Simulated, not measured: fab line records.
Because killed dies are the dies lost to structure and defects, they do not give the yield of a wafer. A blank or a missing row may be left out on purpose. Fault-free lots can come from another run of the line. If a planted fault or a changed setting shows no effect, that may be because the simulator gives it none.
A lot that was struck, set against a sound lot :: flow n5 finfet :: 15 steps out of a route of 1938
Sound: wafers L360.1, L360.4, L360.6. Struck: wafers L371.3, L371.5 (left out: L371.1, a lot-mate that was not struck); the cause follows at the end.
For every step that has rows: the tool of each side, followed by ch and its chambers, followed by its first start. Under that, the readings that differ: sound wafers :: struck wafers :: difference of the means :: sigmas: that difference in standard deviations of wafers without a fault.
alike: readings whose means differ by less than 2 such deviations, and words and numbers that are the same on both sides. not compared: withheld readings, readings that some wafer has no value for, bounds like >300 that may hide the same value, and numbers for which the record gives no deviation and whose values overlap.
A row with sigmas, a row that says differs or no value, or rows on one side alone: a step with any of these is where the two part. When numbers do not overlap yet have no deviation, they are printed without sigmas and do not part them. A reading missing from all wafers of one side parts the sides only when that side holds two or more wafers.

N5_BEOL_M5_TRENCH_ETCH_37: etches SiCOH lowk in C4F6/O2, target depth 71.652 nm, time 24.7 s.
  sound on rie diel-01 ch 2,3; struck on rie diel-03 ch 0,2
  alike: drypump motor current A, oes_o_777_au, oes product au, rf vpp V, showerhead plenum p Torr, throttle valve pct
  not compared: rf hours counter h
N5_BEOL_M5_ETCH_41: etches SiCN in CH3F/O2, target depth 31.5 nm, time 56.7 s.
  sound on rie diel-01 ch 2,3; struck on rie diel-03 ch 0,2
  alike: drypump motor current A, oes product au, rf vpp V, showerhead plenum p Torr, throttle valve pct
  not compared: rf hours counter h
then, 1 step without rows for these wafers: N5_BEOL_M5_STRIP_91 (strips in N2/H2, time 10 s).
N5_BEOL_M5_OCD_MEAS_38:
  sound: ocd-01 at day 10 07:55; struck: ocd-02 at day 13 16:10
  alike: trench depth nm
then, 4 steps without rows for these wafers: N5_BEOL_M5_HM_STRIP_39 (strips TiN in peroxide tin strip, target depth 25 nm, time 158 s); N5_BEOL_M5_SRD_40 (time 30 s); N5_BEOL_M5_PRECLEAN_42 (cleans in residue remover, time 60 s); N5_BEOL_M5_SRD_43 (time 30 s).
N5_BEOL_M5_CD_MEAS_35: target cd 28 nm, target cd y 24 nm.
  sound: cd sem-01 at day 10 08:05; struck: cd sem-02 at day 13 16:19
  alike: cd nm
N5_BEOL_M5_CURE_80: cures SiCOH lowk, time 120 s.
  sound on uv cure-02 ch 0, day 10 08:07; struck on uv cure-01 ch 2, day 13 16:21
  alike: lamp power pct, wafer_temp_C_max
then, 1 step without rows for these wafers: N5_BEOL_M5_DEGAS_44 (time 60 s).
N5_BEOL_M5_PRE_CLEAN_45: time 30 s.
  sound: pvd sputter-03 at day 10 08:47; struck: pvd sputter-03 at day 13 17:34
  alike: heater power w
N5_BEOL_M5_ALD_86: deposits TaN, pulse time 2 s, purge time 3 s, co reactant purge time 2 s.
  sound on ald metal-02 ch 0,1,2, day 10 08:52; struck on ald metal-03 ch 0,2, day 13 17:37
reading: ald cycles
sound: 30 30 30
struck: 35 35
difference: +5
sigmas: 
  alike: heater power w, mfc carrier sccm
N5_BEOL_M5_SURFACE_TREAT_87:
  sound: pvd sputter-03 at day 10 09:07; struck: pvd sputter-02 at day 13 17:51
  not compared: throttle valve pct
-- here the record skips 5 days between the struck wafers' starts before and after, leaving off in module BEOL_M5 and picking up in module PASSIVATION (first step shown: number 1936 of the route) --
N5_PASSIVATION_PROBE_49:
  sound: prober-01 at day 14 21:31; struck: prober-01 at day 18 09:03
  alike: defect limited yield, killed_at_M0_to_M3, killed_at_M4_up, killed at contacts, killed at front end, killed at other, killed dies, killed open, killed short, sort_bin_4_leakage, sort_bin_5_function, sort_bin_6_memory, sort_bin_8_speed, sort n pass, sort yield pct

== WHERE THEY PART ==
Nowhere in this record.

WHY: whatever the simulator had introduced
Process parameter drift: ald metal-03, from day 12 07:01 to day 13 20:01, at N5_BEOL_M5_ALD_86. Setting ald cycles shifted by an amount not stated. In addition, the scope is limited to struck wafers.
